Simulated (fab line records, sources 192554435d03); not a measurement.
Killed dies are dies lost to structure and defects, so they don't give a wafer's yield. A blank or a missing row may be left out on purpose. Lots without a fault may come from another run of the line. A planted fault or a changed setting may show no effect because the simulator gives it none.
Chamber matching | flow n5_finfet | N5_FIN_SAQP_MANDREL2_REMOVE_60 on rie_si-03: 4 sister chambers
The step chemistry HBr/Cl2/O2, target a-Si, stops on SiNx, bt time 10 s. 8 wafers are shown with their chamber, then 10 later ones without.

WAFERS WITH THEIR CHAMBER
wafer  | chamber | oes_product_au (a.u.)
L074.5 | 0       | 0.996
L081.2 | 1       | 0.998
L081.5 | 2       | 0.992
L081.6 | 1       | 0.988
L082.5 | 3       | 1.011
L082.6 | 0       | 0.992
L083.1 | 3       | 1.017
L083.3 | 2       | 0.989

WAFERS WITHOUT THEIR CHAMBER
wafer  | oes_product_au (a.u.)
L083.4 | 0.980
L084.1 | 0.992
L084.3 | 0.989
L084.6 | 0.988
L088.1 | 1.023
L088.3 | 0.994
L088.6 | 0.998
L096.2 | 0.990
L096.4 | 0.997
L096.6 | 1.003

WHICH CHAMBER EACH WENT THROUGH
wafer  | from the rows above               | in truth
L083.4 | can't be placed: 2 or 1 or 0      | 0
L084.1 | can't be placed: 1 or 2 or 0      | 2
L084.3 | can't be placed: 2 or 1 or 0      | 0
L084.6 | can't be placed: 2 or 1 or 0      | 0
L088.1 | 3                                 | 3
L088.3 | can't be placed: 0 or 1 or 2      | 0
L088.6 | can't be placed: 0 or 1 or 2      | 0
L096.2 | can't be placed: 2 or 1 or 0      | 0
L096.4 | can't be placed: 0 or 1 or 2      | 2
L096.6 | can't be placed: 0 or 1 or 3 or 2 | 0
Placed correctly: 1 of 10. Can't be placed from these rows: 9 (the true chamber is among the candidates in 9). Placed wrongly: 0.
How it was worked out, from the rows above alone: a wafer's distance from a chamber is the root of the sum, over the readings, of the square of ((its reading less the chamber's mean) divided by the reading's scatter). The wafer belongs to the nearest chamber; if the next one is less than 2 further off, it can't be placed. A chamber's mean is the mean of its shown wafers. The scatter: the root of (the sum of the squares of (reading less its chamber's mean) over the shown wafers, divided by (wafers less chambers)).
